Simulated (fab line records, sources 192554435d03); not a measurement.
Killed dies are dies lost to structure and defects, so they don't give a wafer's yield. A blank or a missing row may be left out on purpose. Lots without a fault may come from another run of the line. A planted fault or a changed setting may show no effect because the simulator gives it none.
Split-lot experiment | flow n5_finfet | 7 lots, 21 wafers read, on a route of 1938 steps

THE SPLIT
At N5_BEOL_M10_ETCH_41 (etches SiCN in CH3F/O2, target depth 42.6 nm, time 86 s), the setting source_w was moved away from the recipe's 395 W on 4 of the 21 wafers read, by -16.8% to +8.4%. The other wafers ran this setting at the recipe's value.

The reading is taken at the split's own step.

THE READING
rf_vpp_V, in V, at N5_BEOL_M10_ETCH_41 (etches SiCN in CH3F/O2, target depth 42.6 nm, time 86 s). Fault-free wafers of this fab line usually give 297.3 V, standard deviation 1.3 V.

wafer  | tool, chamber at the split | source_w as run, W | against the recipe | rf_vpp_V, V | against lot-mates on the recipe
L080.2 | rie_diel-05, 2             | 395                | recipe             | 296.6       | -
L080.3 | rie_diel-05, 3             | 395                | recipe             | 295.9       | -
L080.4 | rie_diel-05, 1             | 395                | recipe             | 296.7       | -
L083.1 | rie_diel-04, 1             | 395                | recipe             | 297.8       | -
L083.3 | rie_diel-04, 3             | 395                | recipe             | 298.5       | -
L083.6 | rie_diel-04, 1             | 395                | recipe             | 298.1       | -
L078.2 | rie_diel-01, 1             | 395                | recipe             | 298.3       | -
L078.4 | rie_diel-01, 0             | 395                | recipe             | 297.9       | -
L078.5 | rie_diel-01, 2             | 328.6              | -16.8%             | 319.1       | +21.0
L086.1 | rie_diel-01, 3             | 395                | recipe             | 295.8       | -
L086.5 | rie_diel-01, 1             | 337.3              | -14.6%             | 314.4       | +17.3
L086.6 | rie_diel-01, 2             | 395                | recipe             | 298.3       | -
L089.1 | rie_diel-04, 3             | 395                | recipe             | 297.8       | -
L089.3 | rie_diel-04, 0             | 395                | recipe             | 296.4       | -
L089.6 | rie_diel-04, 0             | 395                | recipe             | 297.0       | -
L094.2 | rie_diel-05, 1             | 395                | recipe             | 295.4       | -
L094.4 | rie_diel-05, 3             | 428.1              | +8.4%              | 288.3       | -7.1
L094.6 | rie_diel-05, 3             | 428.1              | +8.4%              | 288.8       | -6.6
L092.2 | rie_diel-05, 1             | 395                | recipe             | 297.2       | -
L092.3 | rie_diel-05, 0             | 395                | recipe             | 297.1       | -
L092.6 | rie_diel-05, 3             | 395                | recipe             | 296.3       | -

THE FIT
A straight line over all 21 wafers: rf_vpp_V changes by -1.2 V for each +1% of source_w; r = -0.99; the points scatter about the line by 1.1 V.
The same after taking each lot's own level away (the mean of its wafers on the recipe; 21 wafers): -1.12 V for each +1%; r = -0.99; scatter 1 V.
On that fit, the largest move of source_w shifts the reading by 19 V.
The lots' own levels span 295.40 to 298.13 V, that is 2.1 times the standard deviation above.
So the lot-to-lot level changes the slope little: the two slopes agree.
Check: with one of the wafers moved furthest among these (-16.8%) left out of the fit, the line predicts +17.8 V for it against its lot-mates. It came out at +21 V against them.
Tool readings at the split's step, against how far the setting was moved: rf_vpp_V r = -0.99.

OTHER SPLITS ON THESE WAFERS
These wafers also went through other splits before the reading. Each is held against what the fit with the lots' levels taken away leaves over:
other split on the same wafers   | wafers away from the commonest value | r with rf_vpp_V (lot level and that fit taken away)
N5_BEOL_M9_TRENCH_ETCH_37 bias_w | 9                                    | +0.04

THE FILE'S OWN FIT
rf_vpp_V changes by -1.17 V for each +1% of source_w, r = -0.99.
